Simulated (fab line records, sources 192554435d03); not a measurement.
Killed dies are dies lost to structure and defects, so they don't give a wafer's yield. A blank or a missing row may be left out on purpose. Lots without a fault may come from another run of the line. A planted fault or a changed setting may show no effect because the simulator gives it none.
fab line records | flow n5_finfet
record lots=4 wafers=12 last_day=16
route steps=1938 shown BEOL_M9@1463 BEOL_M10@1470
lots that met no fault: from a run of the same line without faults
start_h: hours from the record's first day to the start of the lot's first wafer shown | wait_h: hours since the lot's step before | " the same as in the row above | L1.1+2: a row that stands for several wafers | - no value, or no start given | * or withheld: withheld | < > ~ a bound
route shown NAME@n: a module of which the file shows steps, and the number in the route of the first | usual: mean/standard deviation of fault-free wafers | same: alike in all rows | chamber/n: place in a boat | sites: the reading at each site | _std_site: their standard deviation | _edge_site: outer sites' mean less inner sites' | radius_mm: how far each site lies from the wafer's centre | mask NAME#n: copy n | behind: the tool/chamber that last shaped the wafer | hold: why the lot was held/for how many hours/how that ended | device: the transistor (n, p or np) that didn't switch | end of line: the same wafers' tests at the end of the route | a step without rows: its recipe alone | killed: dies lost to structure and defects at the first sort, not the wafer's yield | map: a wafer's dies, x killed, . not, _ none there
set.NAME: the setting as run; set.NAME@STEP: as run at that earlier step | model.NAME: the simulator's own value behind a step, which no gauge read
lots at some steps of the route; a table a step, a row a wafer
services: from which hour (start_h, from the record's first day; less than 0 if before it) a tool's chamber was out of use, for how many hours, and why
## steps
# step N5_BEOL_M9_ANNEAL_51
# recipe temp_c=225 time_s=90 ambient=N2
# step N5_BEOL_M9_CMP_52
# recipe stop_on=SiCOH_lowk t_overpolish_s=7 down_force_psi=1 platen_rpm=50 clearing_platen_down_force_psi=1.5 clearing_platen_rpm=50 post_cmp_clean=cu_alkaline target_thk_nm=140 clearing_platen_pad_velocity_m_s=0.99484 pad_velocity_m_s=0.99484
# step N5_BEOL_M9_PRE_CLEAN_55
# recipe gas=NH3 time_s=15 temp_c=withheld rf_power_w=300
# step N5_BEOL_M9_DEP_56
# recipe material=SiCN target_thk_a=150 temp_c=withheld precursor=3MS/NH3 pressure_torr=3 rf_w=202 time_s=26.5
# step N5_BEOL_M10_ILD_DEP_00
# recipe material=SiCOH_lowk target_thk_a=3085.1 temp_c=300 precursor=DEMS/porogen pressure_torr=5 rf_w=500 time_s=58
# step N5_BEOL_M10_CURE_71
# recipe temp_c=385 time_s=240 ambient=He/Ar material=SiCOH_lowk
# step N5_BEOL_M10_PECVD_70
# recipe material=SiO2 target_thk_a=200 temp_c=400 precursor=TEOS/O2 pressure_torr=5.5 rf_w=450 teos_flow_sccm=53.8 gas=O2 flow_sccm=3000 time_s=22.7
# step N5_BEOL_M10_HM_DEP_02
# recipe material=TiN target_thk_a=200 temp_c=25 chamber_pressure_pa=0.49996
# step N5_BEOL_M10_COAT_59
# recipe resist=SOC temp_c=250 time_s=60 spin_rpm=1500 resist_thk_nm=100
# usual chill_plate_temp_C=23.00/0.12 resist_line_temp_C=22.99/0.1 spin_speed_rpm=1499.9/0.92
# columns lot.wafer tool chamber start_h wait_h chill_plate_temp_C resist_line_temp_C spin_speed_rpm model.SOC_of_BEOL_M10_COAT_59.thk_nm
L552.2 litho_track-04 0 272.05 0.1 23.14 22.81 1461.1 101.2
L552.3 " 0 " " 22.80 22.80 1460.3 101.2
L552.5 " 0 " " 22.99 22.76 1460.5 101.4
L555.1 litho_track-04 0 281.43 0.1 22.86 23.11 1460.9 101.2
L555.3 " 0 " " 23.01 23.07 1461.0 101.6
L555.5 " 0 " " 22.77 22.88 1461.1 101
L556.1 litho_track-03 0 290.58 0.1 23.09 22.98 1500.0 99.8
L556.3 " 0 " " 22.95 22.95 1500.5 100.2
L556.5 " 0 " " 23.03 23.06 1500.4 100.2
L565.1 litho_track-04 0 338.53 0.1 23.14 22.88 1500.3 99.4
L565.2 " 0 " " 22.98 23.00 1500.0 99.8
L565.3 " 0 " " 23.05 23.22 1499.7 99.6
# step N5_BEOL_M10_COAT_60
# recipe resist=SiARC temp_c=220 time_s=60 spin_rpm=1500 resist_thk_nm=30
# step N5_BEOL_M10_COAT_05
# recipe resist=CAR-ArF spin_rpm=1500 resist_thk_nm=90
# step N5_BEOL_M10_EBR_07
# recipe solvent=PGMEA ebr_width_mm=1.5
# step N5_BEOL_M10_SOFTBAKE_06
# recipe temp_c=110 time_s=60 resist=CAR-ArF
# step N5_BEOL_M10_EXPOSE_08
# recipe mask_id=M10 na=1.35 source_shape=dipole sigma_inner=0.411 sigma_outer=0.611 polarization=te dose_mj=53.75
# step N5_BEOL_M10_PEB_09
# recipe peb_temp_c=withheld peb_time_s=60 resist=CAR-ArF
# step N5_BEOL_M10_DEVELOP_10
# recipe develop_time_s=30 developer=TMAH resist=CAR-ArF rinse_liquid=diw dry=air_spin dev_temp_c=23
# step N5_BEOL_M10_DESCUM_16
# recipe chemistry=O2 time_s=7.9 source_power_w=50 bias_power_w=20 pressure_mtorr=20 rf_frequency_hz=2.712e+07 temp_c=40 resist=CAR-ArF o2_flow_sccm=225
# step N5_BEOL_M10_ETCH_61
# recipe chemistry=CF4 target=SiARC target_depth_a=390 mask_material=CAR-ArF time_s=65 ion_energy_ev=80 pressure_mtorr=40 source_w=545 bias_w=36 Ar_flow_sccm=100 cf4_flow_sccm=100 ends=cleared
# step N5_BEOL_M10_ETCH_62
# recipe chemistry=N2/H2 target=SOC target_depth_a=1100 overetch_a=220 mask_material=SiARC temp_c=40 time_s=165 ion_energy_ev=200 pressure_mtorr=30 source_w=840 bias_w=150 n2_flow_sccm=200 h2_flow_sccm=200
# usual drypump_motor_current_A=5.7/0.39 n2_flow_sccm=200.1/0.61 oes_product_au=0.66/0.062 rf_fwd_power_W=837.5/2.5 rf_vpp_V=524.2/2.7 showerhead_plenum_p_Torr=2.55/0.096 throttle_valve_pct=17.85/0.19
# columns lot.wafer tool chamber start_h wait_h drypump_motor_current_A n2_flow_sccm oes_product_au rf_fwd_power_W rf_hours_counter_h rf_vpp_V showerhead_plenum_p_Torr throttle_valve_pct model.etch.depth_nm
L552.2 rie_diel-01 3 272.59 0.0 5.4 199.9 0.67 839.2 113 525.2 2.55 17.92 101.1
L552.3 " 0 " " 6.5 199.8 0.73 840.0 64 528.0 2.70 17.64 101.2
L552.5 " 1 " " 5.4 200.5 0.62 839.5 - 522.3 2.51 18.16 101.4
L555.1 rie_diel-06 2 281.98 0.0 5.3 199.7 0.70 839.6 82 524.6 2.57 17.64 101.2
L555.3 " 1 " " 5.7 199.8 0.77 837.1 28 528.3 2.70 17.78 101.6
L555.5 " 3 " " 6.0 201.4 0.63 837.6 - 524.8 2.53 17.70 101
L556.1 rie_diel-04 3 291.28 0.0 6.2 200.2 0.61 837.0 200 520.2 2.41 17.67 99.82
L556.3 " 0 " " 5.9 200.4 0.61 834.3 185 521.4 2.43 17.70 100.2
L556.5 " 0 " " 5.9 200.4 0.61 834.4 - 522.3 2.43 17.71 100.3
L565.1 rie_diel-04 1 339.07 0.0 5.5 199.7 0.78 837.3 19 525.4 2.61 17.88 99.44
L565.2 " 2 " " 5.5 199.4 0.59 836.8 231 521.8 2.51 18.08 99.78
L565.3 " 3 " " 6.1 199.9 0.59 839.3 218 519.8 2.40 17.68 99.64
# step N5_BEOL_M10_STRIP_68
# recipe chemistry=N2/H2 temp_c=40 n2_flow_sccm=200 h2_flow_sccm=200 rf_frequency_hz=6e+07
# step N5_BEOL_M10_STRIP_67
# recipe chemistry=CF4 resist=SiARC power_w=300 bias_power_w=75 pressure_mtorr=50 cf4_flow_sccm=150 rf_frequency_hz=6e+07
# step N5_BEOL_M10_HM_OPEN_17
# recipe chemistry=Cl2/BCl3 target_depth_a=200 overetch_a=60 target=TiN mask_material=SOC ion_energy_ev=150 pressure_mtorr=10 icp_w=1000 bias_w=126 Cl2_flow_sccm=53.25 bcl3_flow_sccm=21.75 Ar_flow_sccm=25
# usual bcl3_flow_sccm=21.75/0.063 drypump_motor_current_A=5.69/0.17 mfc_cl2_sccm=53.24/0.17 oes_ar_750_au=0.73/0.047 oes_product_au=0.62/0.047 rf_fwd_power_W=992/3.5 throttle_valve_pct=22.04/0.17
# columns lot.wafer tool chamber start_h wait_h bcl3_flow_sccm drypump_motor_current_A mfc_cl2_sccm oes_ar_750_au oes_product_au rf_fwd_power_W rf_hours_counter_h throttle_valve_pct model.SOC_of_BEOL_M10_COAT_59.thk_nm
L552.2 rie_metal-01 1 272.78 0.0 21.81 5.65 53.22 0.69 0.58 990 73 22.05 93.2
L552.3 " 1 " " 21.73 5.64 53.34 0.69 0.58 990 - 22.06 93.2
L552.5 " 1 " " 21.77 5.64 53.32 0.70 0.59 988 - 22.03 93.4
L555.1 rie_metal-02 1 282.16 0.0 21.83 5.84 53.46 0.69 0.59 995 78 22.24 93.4
L555.3 " 0 " " 21.71 5.85 53.32 0.78 0.68 997 - 22.24 93.6
L555.5 " 0 " " 21.63 5.83 53.46 0.78 0.69 998 - 22.22 93.2
L556.1 rie_metal-02 1 291.47 0.0 21.66 5.86 53.36 0.69 0.58 997 80 22.22 91.8
L556.3 " 0 " " 21.74 5.82 53.58 0.77 0.68 989 - 22.21 92.2
L556.5 " 0 " " 21.69 5.85 53.37 0.78 0.69 988 - 22.21 92.4
L565.1 rie_metal-03 0 339.26 0.0 21.71 5.98 53.10 0.81 0.68 991 31 22.07 91.2
L565.2 " 1 " " 21.72 5.41 53.16 0.78 0.68 995 37 22.00 91.8
L565.3 " 1 " " 21.77 5.40 53.52 0.78 0.67 989 - 22.00 91.8
# step N5_BEOL_M10_STRIP_19
# recipe chemistry=O2 power_w=400 temp_c=40 pressure_mtorr=30 rf_frequency_hz=6e+07 bias_power_w=0 overash_fraction=0.2 o2_flow_sccm=225
## services
# columns tool chamber start_h hours kind
rie_diel-04 1 252.68 - clean
rie_diel-04 1 252.68 - consumable_replace:focus_ring
rie_diel-04 1 252.68 16.5 scheduled_down
rie_diel-04 1 252.68 16.5 vent_cycle
rie_metal-01 0 257.98 2.9 repair
rie_metal-02 - 302.98 1.2 repair
rie_diel-04 1 315.54 14.6 repair
rie_metal-01 0 321.92 5.9 repair
rie_diel-01 1 330.89 - clean
rie_diel-01 1 330.89 - consumable_replace:focus_ring
rie_diel-01 1 330.89 15.4 scheduled_down
rie_diel-01 1 330.89 15.4 vent_cycle
## key
first_sign step=N5_BEOL_M10_COAT_59 reading=spin_speed_rpm direction=down sigmas=42 usual=* struck=*
effect none on later readings
model_effect step=N5_BEOL_M10_COAT_59 value=SOC_of_BEOL_M10_COAT_59.thk_nm without=99.9 struck=101.3
model_effect step=N5_BEOL_M10_ETCH_62 value=etch.depth_nm without=99.92 struck=101.3
model_effect step=N5_BEOL_M10_HM_OPEN_17 value=SOC_of_BEOL_M10_COAT_59.thk_nm without=91.97 struck=93.33
met_at N5_BEOL_M10_COAT_59
struck_wafers L552.2,L552.3,L552.5,L555.1,L555.3,L555.5
fault kind=process_parameter_drift tool=litho_track-04 chamber=- onset_h=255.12 steps=N5_BEOL_M10_COAT_59 channel=spin_rpm offset=* shape=step end_h=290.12 acts_in=* stated=*
